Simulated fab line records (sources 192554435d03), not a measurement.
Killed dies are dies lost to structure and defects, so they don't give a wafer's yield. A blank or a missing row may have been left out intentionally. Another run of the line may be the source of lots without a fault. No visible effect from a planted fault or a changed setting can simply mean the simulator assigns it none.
fab line records	flow n5-finfet
record: lots: 10	wafers: 30	last-day: 16
route steps=1938 shown BEOL_M6@1209 PASSIVATION@1936
lots that met no fault: taken from a fault-free run of the same line
start-h: start of the lot's first displayed wafer, in hours after the record's first day	wait-h: hours from the lot's prior step to this one	" same as the row above	L1.1+2: several wafers, shown together as one row	- no value present, or no start provided	* or withheld: withheld	< > ~ a bound
route shown NAME@n: names a module that has steps shown in the file, with the first one's number in the route	usual: mean/standard deviation of fault-free wafers	same: alike in all rows	chamber/n: place in a boat	sites: the reading at each site	_std_site: standard deviation of those values	_edge_site: inner sites' mean taken away from outer sites' mean	radius-mm: how far each site lies from the wafer's centre	mask NAME#n: copy n	behind: the last tool/chamber to shape the wafer	hold: what put the lot on hold/how long, in hours/how the hold closed	device: the transistor (n, p or np) that didn't switch	end of line: tests of these same wafers at the route's end	where a step has no rows: the recipe by itself	killed: dies lost to structure and defects at the first sort, not the wafer's yield	map: a wafer's dies, marking killed ones x, the rest . and places with no die _
set.NAME: the run value of the setting; set.NAME@STEP: its run value at that earlier step	model.NAME: the simulator's own value behind a step, which no gauge read
a sample of lots followed through the steps of the route, with each step as a table and each wafer as a row
services: from which hour (start-h, from the record's first day; less than 0 if before it) a tool's chamber was out of use, for how many hours, and why
== steps ==
step: N5_BEOL_M6_INSPECT_13
recipe: mode: adi	inspect-instrument: brightfield
usual: raw-defect-count: 404/120
lot.wafer	tool	chamber	start-h	wait-h	raw-defect-count
L940.3	defect-inspect-02	-	176.62	0.0	408
L940.5	"	-	"	"	311
L940.6	"	-	"	"	391
L943.2	defect-inspect-02	-	194.23	0.0	276
L943.3	"	-	"	"	409
L943.4	"	-	"	"	288
L945.1	defect-inspect-01	-	211.39	0.0	387
L945.4	"	-	"	"	356
L945.6	"	-	"	"	509
L947.2	defect-inspect-02	-	215.55	0.0	523
L947.4	"	-	"	"	463
L947.6	"	-	"	"	512
L948.2	defect-inspect-01	-	226.40	0.0	368
L948.3	"	-	"	"	376
L948.6	"	-	"	"	272
L949.1	defect-inspect-01	-	235.73	0.0	241
L949.3	"	-	"	"	285
L949.6	"	-	"	"	217
L950.1	defect-inspect-01	-	235.97	0.0	267
L950.2	"	-	"	"	460
L950.5	"	-	"	"	321
L954.1	defect-inspect-01	-	259.43	0.0	306
L954.2	"	-	"	"	413
L954.3	"	-	"	"	274
L956.2	defect-inspect-01	-	296.22	0.0	476
L956.3	"	-	"	"	357
L956.5	"	-	"	"	503
L958.2	defect-inspect-02	-	305.00	0.0	373
L958.4	"	-	"	"	316
L958.6	"	-	"	"	469
step: N5_BEOL_M6_STRIP_67
recipe: chemistry: CF4	resist: SiARC	power-w: 300	bias-power-w: 75	pressure-mtorr: 50	cf4-flow-sccm: 150	rf-frequency-hz: 6e+07
usual: cf4-flow-sccm: 150.0/0.47	drypump-motor-current-A: 5.7/0.36	oes-product-au: 0.82/0.095	rf-vpp-V: 271.2/1.7	showerhead-plenum-p-Torr: 1.80/0.071	throttle-valve-pct: 13.45/0.28
lot.wafer	tool	chamber	start-h	wait-h	cf4-flow-sccm	drypump-motor-current-A	oes-product-au	rf-hours-counter-h	rf-vpp-V	showerhead-plenum-p-Torr	throttle-valve-pct
L940.3	rie-diel-02	0	176.89	0.0	149.8	6.1	0.69	213	270.2	1.70	13.50
L940.5	"	1	"	"	149.9	5.9	0.94	-	272.0	1.82	13.06
L940.6	"	2	"	"	150.0	5.6	0.69	-	270.0	1.78	13.91
L943.2	rie-diel-02	0	194.79	0.0	150.2	6.1	0.69	219	268.8	1.70	13.49
L943.3	"	2	"	"	150.6	5.6	0.69	246	269.4	1.78	13.91
L943.4	"	2	"	"	150.2	5.6	0.69	-	270.3	1.78	13.92
L945.1	rie-diel-04	3	211.66	0.0	150.8	6.0	0.91	25	271.1	1.77	13.16
L945.4	"	0	"	"	148.8	5.6	0.84	-	272.7	1.92	13.64
L945.6	"	2	"	"	150.2	5.3	0.68	-	271.5	1.76	13.91
L947.2	rie-diel-05	0	216.12	0.0	149.5	5.1	0.89	23	272.6	1.83	13.09
L947.4	"	3	"	"	150.2	5.5	0.89	30	269.5	1.76	13.61
L947.6	"	2	"	"	150.5	5.4	0.74	-	268.5	1.65	13.59
L948.2	rie-diel-04	0	226.67	0.0	149.3	5.6	0.82	71	271.7	1.91	13.66
L948.3	"	3	"	"	149.4	6.0	0.89	32	271.4	1.76	13.19
L948.6	"	3	"	"	149.4	6.0	0.89	-	271.2	1.76	13.16
L949.1	rie-diel-05	0	236.99	0.0	150.1	5.1	0.88	30	272.0	1.83	13.12
L949.3	"	1	"	"	150.1	6.1	0.74	180	272.0	1.87	13.82
L949.6	"	0	"	"	150.7	5.1	0.89	-	271.2	1.83	13.11
L950.1	rie-diel-04	3	237.27	0.0	150.4	6.0	0.88	37	270.0	1.76	13.15
L950.2	"	2	"	"	150.3	5.3	0.67	267	271.6	1.76	13.96
L950.5	"	0	"	"	149.5	5.6	0.83	-	271.4	1.91	13.67
L954.1	rie-diel-02	2	259.70	0.0	150.4	5.6	0.93	10	270.1	1.77	13.38
L954.2	"	1	"	"	150.6	5.9	0.88	40	271.7	1.81	13.15
L954.3	"	0	"	"	150.3	6.1	0.68	243	269.7	1.69	13.56
L956.2	rie-diel-04	0	296.95	0.0	150.1	5.6	0.80	99	271.4	1.91	13.72
L956.3	"	1	"	"	149.9	5.5	0.68	246	271.9	1.83	13.49
L956.5	"	0	"	"	149.8	5.6	0.80	-	272.3	1.91	13.72
L958.2	rie-diel-04	2	305.76	0.0	150.2	5.3	0.93	22	270.9	1.75	13.39
L958.4	"	0	"	"	149.7	5.6	0.79	103	273.3	1.91	13.72
L958.6	"	2	"	"	150.2	5.3	0.94	-	270.7	1.76	13.38
step: N5_BEOL_M6_STRIP_19
recipe: chemistry: O2	power-w: 400	temp-c: 40	pressure-mtorr: 30	rf-frequency-hz: 6e+07	bias-power-w: 0	overash-fraction: 0.2	o2-flow-sccm: 225
usual: drypump-motor-current-A: 5.8/0.39	oes-product-au: 0.81/0.11	rf-vpp-V: 3.6/0.57	showerhead-plenum-p-Torr: 2.09/0.092	throttle-valve-pct: 16.53/0.2
lot.wafer	tool	chamber	start-h	wait-h	drypump-motor-current-A	oes-product-au	rf-hours-counter-h	rf-vpp-V	showerhead-plenum-p-Torr	throttle-valve-pct
L940.3	rie-diel-05	2	177.08	0.1	5.4	0.75	171	3.1	1.91	16.55
L940.5	"	1	"	"	6.2	0.77	-	4.1	2.17	16.72
L940.6	"	2	"	"	5.4	0.75	-	4.3	1.91	16.53
L943.2	rie-diel-02	1	194.94	0.1	5.9	0.93	16	3.7	2.18	16.49
L943.3	"	2	"	"	5.6	0.70	246	3.9	2.05	16.87
L943.4	"	2	"	"	5.6	0.70	-	3.5	2.05	16.81
L945.1	rie-diel-04	0	211.85	0.1	5.6	0.84	64	4.3	2.23	16.69
L945.4	"	2	"	"	5.3	0.66	-	4.0	2.04	16.87
L945.6	"	0	"	"	5.6	0.85	-	3.0	2.23	16.68
L947.2	rie-diel-04	0	216.33	0.1	5.6	0.86	66	3.1	2.23	16.71
L947.4	"	0	"	"	5.6	0.85	-	4.2	2.23	16.71
L947.6	"	3	"	"	6.0	0.91	-	3.5	2.04	16.19
L948.2	rie-diel-02	0	226.82	0.1	6.1	0.67	233	3.9	2.00	16.67
L948.3	"	3	"	"	6.6	0.68	228	3.9	2.07	16.52
L948.6	"	1	"	"	5.9	0.91	-	4.6	2.18	16.47
L949.1	rie-diel-02	3	237.25	0.2	6.5	0.67	229	2.9	2.07	16.54
L949.3	"	0	"	"	6.1	0.66	237	3.4	2.00	16.71
L949.6	"	0	"	"	6.1	0.66	-	3.5	2.00	16.69
L950.1	rie-diel-02	1	237.49	0.2	6.0	0.89	34	2.6	2.17	16.49
L950.2	"	2	"	"	5.6	0.95	4	3.5	2.05	16.36
L950.5	"	1	"	"	5.9	0.89	-	3.0	2.17	16.46
L954.1	rie-diel-04	2	259.86	0.1	5.3	0.98	3	3.2	2.04	16.37
L954.2	"	0	"	"	5.6	0.82	84	3.1	2.22	16.70
L954.3	"	3	"	"	6.0	0.89	45	3.8	2.04	16.24
L956.2	rie-diel-02	0	297.27	0.2	6.2	0.96	3	3.1	2.26	16.25
L956.3	"	1	"	"	5.9	0.86	56	4.1	2.17	16.53
L956.5	"	2	"	"	5.6	0.89	-	4.1	2.04	16.43
L958.2	rie-diel-04	0	305.96	0.1	5.6	0.82	103	2.9	2.21	16.74
L958.4	"	1	"	"	5.4	0.66	250	2.6	2.16	16.64
L958.6	"	2	"	"	5.3	0.92	-	3.0	2.03	16.40
step: N5_BEOL_M6_ETCH_65
recipe: chemistry: CF4	target: SiARC	target-depth-a: 156	mask-material: CAR-EUV	time-s: 26	ion-energy-ev: 80	pressure-mtorr: 40	source-w: 545	bias-w: 36	Ar_flow_sccm: 100	cf4-flow-sccm: 100	ends: cleared
usual: cf4-flow-sccm: 100.00/0.27	drypump-motor-current-A: 5.7/0.37	etch-rf-on-time-s: 26.5/0.8	oes-product-au: 0.69/0.086	rf-vpp-V: 184.0/1.3	showerhead-plenum-p-Torr: 2.14/0.083	throttle-valve-pct: 15.49/0.24
lot.wafer	tool	chamber	start-h	wait-h	cf4-flow-sccm	drypump-motor-current-A	etch-rf-on-time-s	oes-product-au	rf-hours-counter-h	rf-vpp-V	showerhead-plenum-p-Torr	throttle-valve-pct
L940.3	rie-diel-02	2	178.38	0.0	100.12	5.6	26.0	0.59	241	184.2	2.11	15.88
L940.5	"	2	"	"	100.19	5.6	25.9	0.59	-	184.3	2.11	15.89
L940.6	"	0	"	"	99.93	6.1	25.7	0.59	-	183.1	2.04	15.54
L943.2	rie-diel-04	3	195.82	0.0	99.90	6.1	26.5	0.77	18	181.2	2.11	15.19
L943.3	"	2	"	"	100.00	5.3	26.5	0.57	249	184.0	2.11	15.90
L943.4	"	2	"	"	99.83	5.3	26.7	0.57	-	184.5	2.11	15.91
L945.1	rie-diel-05	1	212.80	0.0	99.98	6.1	26.6	0.63	169	184.4	2.22	15.76
L945.4	"	2	"	"	100.34	5.5	27.2	0.60	-	183.4	1.96	15.56
L945.6	"	1	"	"	100.35	6.1	26.6	0.63	-	187.0	2.22	15.77
L947.2	rie-diel-04	0	216.95	0.0	100.34	5.6	26.3	0.71	67	185.4	2.27	15.65
L947.4	"	2	"	"	100.29	5.3	27.1	0.56	-	185.0	2.11	15.93
L947.6	"	0	"	"	100.08	5.5	26.6	0.71	-	185.4	2.27	15.66
L948.2	rie-diel-04	3	228.68	0.0	99.74	6.1	26.4	0.77	32	183.4	2.10	15.22
L948.3	"	0	"	"	100.51	5.6	25.9	0.71	72	186.1	2.27	15.65
L948.6	"	0	"	"	99.98	5.6	26.0	0.72	-	185.8	2.27	15.67
L949.1	rie-diel-04	1	238.15	0.0	100.03	5.5	25.9	0.59	224	184.3	2.20	15.47
L949.3	"	0	"	"	100.29	5.5	26.2	0.70	77	185.8	2.27	15.67
L949.6	"	0	"	"	99.93	5.6	26.4	0.70	-	186.3	2.27	15.68
L950.1	rie-diel-05	2	238.93	0.0	99.96	5.4	27.3	0.60	195	181.3	1.96	15.60
L950.2	"	0	"	"	99.72	5.1	24.8	0.77	31	183.2	2.19	15.17
L950.5	"	2	"	"	100.09	5.4	27.5	0.59	-	181.2	1.96	15.59
L954.1	rie-diel-05	2	260.85	0.0	99.23	5.4	27.3	0.59	201	182.3	1.95	15.59
L954.2	"	1	"	"	100.03	6.2	27.0	0.62	186	185.4	2.22	15.80
L954.3	"	3	"	"	99.42	5.5	24.8	0.77	45	183.3	2.11	15.78
L956.2	rie-diel-04	1	298.88	0.0	100.24	5.4	26.0	0.58	247	184.3	2.19	15.49
L956.3	"	0	"	"	100.10	5.5	25.9	0.69	100	185.7	2.26	15.72
L956.5	"	2	"	"	100.36	5.3	45.0	0.62	-	181.4	2.10	15.43
L958.2	rie-diel-04	0	308.10	0.0	99.59	5.6	26.2	0.68	104	185.2	2.25	15.72
L958.4	"	0	"	"	100.19	5.6	43.9	0.52	-	186.0	2.26	15.71
L958.6	"	3	"	"	100.48	6.0	44.3	0.55	-	183.4	2.09	15.27
step: N5_PASSIVATION_PROBE_49
usual: defect-limited-yield: 91.2/1.6	killed_at_M0_to_M3: 34/11	killed_at_M4_up: 13/5.2	killed-at-contacts: 13/6.3	killed-at-front-end: 40/14	killed-at-other: 3.2/2.4	killed-dies: 104/19	killed-on-rim: 14/4.2	killed-open: 69/14	killed-short: 32/7.5	sort_bin_5_function: 5.3/1.1	sort_bin_6_memory: 3.2/0.73	sort_bin_8_speed: 0.01/0.038	sort-n-pass: 1076/19	sort-yield-pct: 91.2/1.6
same: gross-dies: 1180	killed-at-back-side: 0	sort_bin_4_leakage[%]: 0
lot.wafer	tool	chamber	start-h	wait-h	defect-limited-yield[%]	killed_at_M0_to_M3	killed_at_M4_up	killed-at-contacts	killed-at-front-end	killed-at-other	killed-dies	killed-on-rim	killed-open	killed-short	sort_bin_5_function[%]	sort_bin_6_memory[%]	sort_bin_8_speed[%]	sort-n-pass	sort-yield-pct[%]
L940.3	prober-02	-	262.79	0.1	92.5	17	19	24	29	0	89	22	61	25	5.8	1.6	0	1091	92.5
L940.5	prober-02	-	262.89	0.2	93.2	23	9	20	26	2	80	7	47	32	3.8	2.7	0	1100	93.2
L940.6	prober-02	-	262.94	0.3	94.9	21	5	10	17	7	60	4	32	25	3.1	2.0	0	1120	94.9
L943.2	prober-01	-	287.47	0.1	90.9	32	14	17	42	2	107	12	73	34	5.0	3.7	0	1073	90.9
L943.3	prober-01	-	287.52	0.1	90.8	43	18	21	26	1	109	13	79	29	5.3	3.7	0	1071	90.8
L943.4	prober-01	-	287.57	0.2	91.0	26	13	23	42	2	106	14	68	38	5.3	3.4	0	1074	91.0
L945.1	prober-02	-	292.63	0.0	90.6	38	7	9	49	8	111	14	74	36	5.7	3.3	0	1069	90.6
L945.4	prober-02	-	292.78	0.2	91.3	30	9	6	56	2	103	9	75	28	5.4	2.8	0	1077	91.3
L945.6	prober-02	-	292.88	0.3	91.6	29	20	2	47	1	99	9	69	23	4.7	3.5	0	1081	91.6
L947.2	prober-02	-	303.68	0.1	93.2	32	6	14	25	3	80	11	54	26	4.2	2.5	0	1100	93.2
L947.4	prober-02	-	303.78	0.2	93.4	26	7	17	24	4	78	14	54	21	4.0	2.5	0	1102	93.4
L947.6	prober-02	-	303.88	0.3	90.5	23	13	26	44	6	112	18	76	35	6.1	3.1	0	1068	90.5
L948.2	prober-02	-	315.64	0.1	91.1	25	9	16	54	1	105	14	74	30	5.1	3.2	0	1075	91.1
L948.3	prober-02	-	315.69	0.1	92.0	37	14	6	32	5	94	16	66	28	4.8	2.8	0	1086	92.0
L948.6	prober-02	-	315.84	0.3	92.3	41	5	7	31	7	91	14	66	23	4.3	3.1	0	1089	92.3
L949.1	prober-02	-	319.85	0.0	90.4	53	11	13	34	2	113	20	70	41	6.0	3.3	0	1067	90.4
L949.3	prober-02	-	319.95	0.1	92.4	26	12	23	28	1	90	6	60	27	4.6	2.9	0.08	1089	92.3
L949.6	prober-02	-	320.10	0.3	90.3	43	9	20	39	3	114	9	82	30	5.5	3.8	0	1066	90.3
L950.1	prober-02	-	328.90	0.0	89.5	30	12	18	60	4	124	17	82	40	6.3	4.1	0	1056	89.5
L950.2	prober-02	-	328.95	0.1	90.4	34	12	8	55	4	113	19	64	47	5.3	4.1	0.08	1066	90.3
L950.5	prober-02	-	329.10	0.2	90.2	37	11	15	48	5	116	10	76	39	5.8	3.6	0	1064	90.2
L954.1	prober-02	-	347.40	0.0	89.4	39	13	5	64	4	125	12	90	32	6.7	3.6	0	1055	89.4
L954.2	prober-02	-	347.45	0.1	86.9	49	5	7	88	5	154	26	99	53	7.8	5.1	0	1026	86.9
L954.3	prober-02	-	347.50	0.1	89.2	62	12	3	44	6	127	13	80	42	6.1	4.0	0	1053	89.2
L956.2	prober-01	-	385.02	0.1	89.9	38	16	15	49	1	119	14	80	38	5.3	4.7	0	1061	89.9
L956.3	prober-01	-	385.07	0.1	88.1	68	9	15	45	3	140	18	89	51	6.4	5.2	0	1040	88.1
L956.5	prober-01	-	385.17	0.2	89.0	51	20	9	48	2	130	22	79	47	7.5	3.3	0	1050	89.0
L958.2	prober-01	-	393.39	0.1	88.3	47	13	27	48	3	138	18	90	44	6.4	4.6	0	1042	88.3
L958.4	prober-01	-	393.49	0.2	92.8	21	12	18	31	3	85	13	49	27	4.7	1.8	0	1095	92.8
L958.6	prober-01	-	393.59	0.3	94.2	20	10	17	21	1	69	6	50	18	3.1	2.5	0	1111	94.2
killed by level:class
L940.3 MOL_CONTACT_COAG:geometric-particle:open=17 FIN_SAQP:geometric-particle:short=8 BEOL_M3:geometric-particle:open=6 MOL_CONTACT_COAG:geometric-particle:short=6 FIN_SAQP:geometric-particle:open=5 DUMMY_GATE:geometric-particle:open=5 BEOL_M4:geometric-particle:open=5 ILD0:geometric-particle:open=4
L940.5 MOL_CONTACT_COAG:geometric-particle:open=18 FIN_SAQP:geometric-particle:short=7 DUMMY_GATE:geometric-particle:open=6 BEOL_M0_SAQP:geometric-particle:short=6 BEOL_M0_SAQP:geometric-particle:open=5 FIN_SAQP:geometric-particle:open=4 GATE_CUT:geometric-particle:short=3 BEOL_M3:geometric-particle:open=3
L940.6 BEOL_M0_SAQP:geometric-particle:short=7 MOL_CONTACT_COAG:geometric-particle:open=6 STI_FIN_REVEAL:geometric-particle:open=5 BEOL_M3:geometric-particle:open=5 STARTING-WAFER:geometric-particle:open=5 MOL_CONTACT_COAG:geometric-particle:short=4 PASS1_CAP:geometric-particle:short=4 BEOL_M0_SAQP:geometric-particle:open=3
L943.2 MOL_CONTACT_COAG:geometric-particle:open=12 BEOL_M2:geometric-particle:open=11 FIN_SAQP:geometric-particle:open=10 FIN_SAQP:geometric-particle:short=7 BEOL_M4:geometric-particle:open=6 BEOL_M0_SAQP:geometric-particle:open=6 STI_FIN_REVEAL:geometric-particle:open=5 MOL_CONTACT_COAG:geometric-particle:short=5
L943.3 MOL_CONTACT_COAG:geometric-particle:open=20 BEOL_M1:geometric-particle:open=12 BEOL_M0_SAQP:geometric-particle:open=12 BEOL_M0_SAQP:geometric-particle:short=8 STI_FIN_REVEAL:geometric-particle:open=5 BEOL_M4:geometric-particle:open=5 BEOL_M2:geometric-particle:open=4 FIN_SAQP:geometric-particle:short=3
L943.4 MOL_CONTACT_COAG:geometric-particle:open=20 FIN_SAQP:geometric-particle:open=8 BEOL_M2:geometric-particle:open=8 FIN_SAQP:geometric-particle:short=8 STI_FIN_REVEAL:geometric-particle:open=6 BEOL_M0_SAQP:geometric-particle:open=6 GATE_CUT:geometric-particle:short=5 STI_FIN_REVEAL:geometric-particle:short=4
L945.1 FIN_SAQP:geometric-particle:open=17 BEOL_M1:geometric-particle:open=9 BEOL_M3:geometric-particle:open=8 FIN_SAQP:geometric-particle:short=7 MOL_CONTACT_COAG:geometric-particle:open=6 STI_FIN_REVEAL:geometric-particle:open=5 BEOL_M0_SAQP:geometric-particle:short=5 BEOL_M0:geometric-particle:open=5
L945.4 FIN_SAQP:geometric-particle:open=13 FIN_SAQP:geometric-particle:short=10 STI_FIN_REVEAL:geometric-particle:open=9 BEOL_M1:geometric-particle:open=9 BEOL_M3:geometric-particle:open=7 BEOL_M0_SAQP:geometric-particle:open=7 MOL_CONTACT_COAG:geometric-particle:open=4 BEOL_M5:geometric-particle:open=4
L945.6 STI_FIN_REVEAL:geometric-particle:open=12 BEOL_M3:geometric-particle:open=10 FIN_SAQP:geometric-particle:open=9 FIN_SAQP:geometric-particle:short=7 STARTING-WAFER:geometric-particle:open=7 BEOL_M1:geometric-particle:open=6 BEOL_M2:geometric-particle:open=5 DUMMY_GATE:geometric-particle:open=3
L947.2 MOL_CONTACT_COAG:geometric-particle:open=12 STI_FIN_REVEAL:geometric-particle:open=9 BEOL_M0_SAQP:geometric-particle:open=9 BEOL_M0_SAQP:geometric-particle:short=8 BEOL_M3:geometric-particle:open=8 BEOL_M1:geometric-particle:open=3 STARTING-WAFER:geometric-particle:open=3 FIN_SAQP:geometric-particle:short=2
L947.4 MOL_CONTACT_COAG:geometric-particle:open=15 STI_FIN_REVEAL:geometric-particle:open=8 BEOL_M1:geometric-particle:open=6 BEOL_M2:geometric-particle:open=6 BEOL_M0_SAQP:geometric-particle:short=4 BEOL_M0_SAQP:geometric-particle:open=4 BEOL_M3:geometric-particle:open=4 ZERO_LAYER:coat-microbubble-printed=3
L947.6 STI_FIN_REVEAL:geometric-particle:open=19 MOL_CONTACT_COAG:geometric-particle:open=19 MOL_CONTACT_COAG:geometric-particle:short=7 STI_FIN_REVEAL:geometric-particle:short=6 BEOL_M0_SAQP:geometric-particle:short=5 SPACER0:geometric-particle:open=4 BEOL_M4:geometric-particle:open=4 BEOL_M3:geometric-particle:open=4
L948.2 MOL_CONTACT_COAG:geometric-particle:open=14 FIN_SAQP:geometric-particle:open=13 FIN_SAQP:geometric-particle:short=10 STI_FIN_REVEAL:geometric-particle:open=6 BEOL_M0:geometric-particle:open=6 ILD0:geometric-particle:short=5 GATE_CUT:geometric-particle:short=5 BEOL_M3:geometric-particle:open=5
L948.3 BEOL_M2:geometric-particle:open=12 BEOL_M4:geometric-particle:open=10 DUMMY_GATE:geometric-particle:open=5 GATE_CUT:geometric-particle:short=5 GATE_CUT:geometric-particle:open=5 MOL_CONTACT_COAG:geometric-particle:open=5 BEOL_M0_SAQP:geometric-particle:short=5 BEOL_M0:geometric-particle:open=5
L948.6 BEOL_M1:geometric-particle:open=14 FIN_SAQP:geometric-particle:open=10 BEOL_M0_SAQP:geometric-particle:open=7 BEOL_M2:geometric-particle:open=6 FIN_SAQP:geometric-particle:short=5 DUMMY_GATE:geometric-particle:open=4 MOL_CONTACT_COAG:geometric-particle:open=4 BEOL_M0:geometric-particle:open=4
L949.1 BEOL_M1:geometric-particle:open=11 BEOL_M2:geometric-particle:open=10 MOL_CONTACT_COAG:geometric-particle:open=9 FIN_SAQP:geometric-particle:open=7 BEOL_M2:geometric-particle:short=6 DUMMY_GATE:geometric-particle:open=5 BEOL_M0_SAQP:geometric-particle:open=5 BEOL_M3:geometric-particle:open=5
L949.3 MOL_CONTACT_COAG:geometric-particle:open=15 BEOL_M2:geometric-particle:open=9 MOL_CONTACT_COAG:geometric-particle:short=8 BEOL_M4:geometric-particle:open=6 FIN_SAQP:geometric-particle:open=5 GATE_CUT:geometric-particle:open=4 GATE_CUT:geometric-particle:short=4 BEOL_M0_SAQP:geometric-particle:short=4
L949.6 BEOL_M2:geometric-particle:open=16 MOL_CONTACT_COAG:geometric-particle:open=13 STI_FIN_REVEAL:geometric-particle:open=9 BEOL_M0:geometric-particle:open=9 GATE_CUT:geometric-particle:short=7 MOL_CONTACT_COAG:geometric-particle:short=7 BEOL_M1:geometric-particle:open=6 BEOL_M3:geometric-particle:open=6
L950.1 FIN_SAQP:geometric-particle:open=23 BEOL_M2:geometric-particle:open=16 MOL_CONTACT_COAG:geometric-particle:open=13 FIN_SAQP:geometric-particle:short=11 MOL_CONTACT_COAG:geometric-particle:short=5 STI_FIN_REVEAL:geometric-particle:open=4 BEOL_M4:geometric-particle:open=4 DUMMY_GATE:geometric-particle:open=3
L950.2 FIN_SAQP:geometric-particle:short=23 FIN_SAQP:geometric-particle:open=11 BEOL_M2:geometric-particle:open=10 MOL_CONTACT_COAG:geometric-particle:open=7 BEOL_M0_SAQP:geometric-particle:open=7 BEOL_M0_SAQP:geometric-particle:short=4 BEOL_M3:geometric-particle:short=4 BEOL_M5:geometric-particle:open=4
L950.5 MOL_CONTACT_COAG:geometric-particle:open=14 FIN_SAQP:geometric-particle:short=10 BEOL_M0_SAQP:geometric-particle:open=9 BEOL_M0_SAQP:geometric-particle:short=8 GATE_CUT:geometric-particle:short=7 FIN_SAQP:geometric-particle:open=6 BEOL_M2:geometric-particle:open=6 BEOL_M4:geometric-particle:open=6
L954.1 FIN_SAQP:geometric-particle:open=22 BEOL_M0_SAQP:geometric-particle:open=14 STI_FIN_REVEAL:geometric-particle:open=11 BEOL_M3:geometric-particle:open=9 GATE_CUT:geometric-particle:short=7 BEOL_M0_SAQP:geometric-particle:short=6 MOL_CONTACT_COAG:geometric-particle:open=5 ILD0:geometric-particle:open=5
L954.2 STI_FIN_REVEAL:geometric-particle:open=31 FIN_SAQP:geometric-particle:open=15 FIN_SAQP:geometric-particle:short=14 BEOL_M0_SAQP:geometric-particle:open=13 BEOL_M0_SAQP:geometric-particle:short=13 BEOL_M2:geometric-particle:open=10 STI_FIN_REVEAL:geometric-particle:short=7 BEOL_M1:geometric-particle:open=6
L954.3 BEOL_M0_SAQP:geometric-particle:short=21 BEOL_M0_SAQP:geometric-particle:open=19 FIN_SAQP:geometric-particle:open=10 STI_FIN_REVEAL:geometric-particle:open=10 BEOL_M4:geometric-particle:open=9 BEOL_M2:geometric-particle:open=8 FIN_SAQP:geometric-particle:short=5 BEOL_M1:geometric-particle:open=4
L956.2 BEOL_M0_SAQP:geometric-particle:open=15 FIN_SAQP:geometric-particle:open=14 MOL_CONTACT_COAG:geometric-particle:open=10 GATE_CUT:geometric-particle:short=9 BEOL_M0_SAQP:geometric-particle:short=9 BEOL_M4:geometric-particle:open=9 DUMMY_GATE:geometric-particle:open=8 FIN_SAQP:geometric-particle:short=5
L956.3 BEOL_M0_SAQP:geometric-particle:short=16 BEOL_M2:geometric-particle:open=14 FIN_SAQP:geometric-particle:open=13 BEOL_M0_SAQP:geometric-particle:open=12 BEOL_M1:geometric-particle:open=11 BEOL_M3:geometric-particle:open=11 FIN_SAQP:geometric-particle:short=9 MOL_CONTACT_COAG:geometric-particle:short=8
L956.5 FIN_SAQP:geometric-particle:open=14 BEOL_M3:geometric-particle:open=12 BEOL_M0_SAQP:geometric-particle:open=11 FIN_SAQP:geometric-particle:short=10 BEOL_M4:geometric-particle:open=9 BEOL_M0_SAQP:geometric-particle:short=8 MOL_CONTACT_COAG:geometric-particle:short=6 DUMMY_GATE:geometric-particle:open=5
L958.2 MOL_CONTACT_COAG:geometric-particle:open=20 FIN_SAQP:geometric-particle:short=13 BEOL_M3:geometric-particle:open=11 FIN_SAQP:geometric-particle:open=8 STI_FIN_REVEAL:geometric-particle:open=7 MOL_CONTACT_COAG:geometric-particle:short=7 BEOL_M0_SAQP:geometric-particle:short=7 BEOL_M0_SAQP:geometric-particle:open=6
L958.4 MOL_CONTACT_COAG:geometric-particle:open=15 HKMG_FIN:area-etch=6 BEOL_M4:geometric-particle:open=5 DUMMY_GATE:geometric-particle:open=4 BEOL_M2:geometric-particle:short=4 BEOL_M3:geometric-particle:open=4 STI_FIN_REVEAL:geometric-particle:open=3 SDB:geometric-particle:short=3
L958.6 MOL_CONTACT_COAG:geometric-particle:open=13 BEOL_M1:geometric-particle:open=8 STI_FIN_REVEAL:geometric-particle:open=4 MOL_CONTACT_COAG:geometric-particle:short=4 BEOL_M0_SAQP:geometric-particle:open=4 FIN_SAQP:geometric-particle:open=3 GATE_CUT:geometric-particle:short=3 BEOL_M4:geometric-particle:open=3
== services ==
tool	chamber	start-h	hours	kind
rie-diel-05	-	164.14	0.3	repair
rie-diel-05	-	171.64	2.2	repair
rie-diel-02	3	173.21	5.4	repair
rie-diel-04	1	175.48	62.1	repair
rie-diel-05	3	201.47	13.7	repair
rie-diel-02	2	205.13	-	clean
rie-diel-02	2	205.13	-	consumable-replace:focus-ring
rie-diel-02	2	205.13	22.7	scheduled-down
rie-diel-02	2	205.13	22.7	vent-cycle
rie-diel-05	2	219.41	2.6	repair
rie-diel-02	3	230.91	5.1	repair
rie-diel-04	2	237.62	-	clean
rie-diel-04	2	237.62	-	consumable-replace:focus-ring
rie-diel-04	2	237.62	14.2	scheduled-down
rie-diel-04	2	237.62	14.2	vent-cycle
rie-diel-02	0	277.44	-	clean
rie-diel-02	0	277.44	-	consumable-replace:focus-ring
rie-diel-02	0	277.44	-	consumable-replace:showerhead
rie-diel-05	-	291.28	14.6	pm
rie-diel-02	3	294.33	-	clean
rie-diel-04	1	306.00	-	clean
rie-diel-04	1	306.00	-	consumable-replace:focus-ring
rie-diel-04	1	306.00	15.0	scheduled-down
rie-diel-04	1	306.00	15.0	vent-cycle
== key ==
first-sign: step: N5_BEOL_M6_ETCH_65	reading: etch-rf-on-time-s	direction: up	sigmas: 23	usual: *	struck: *
effect none on later readings
met-at N5_BEOL_M6_ETCH_65
struck-lots L956,L958
struck-wafers L956.5,L958.4,L958.6
not-acting-at N5_BEOL_M6_INSPECT_13,N5_BEOL_M6_STRIP_67,N5_BEOL_M6_STRIP_19
onset-between 238.15 298.88
fault: kind: process-parameter-drift	tool: rie-diel-04	chamber: -	onset-h: 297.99	steps: N5_BEOL_M6_ETCH_65	channel: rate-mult	offset: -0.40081	shape: step	end-h: 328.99	scope: struck-wafers-only
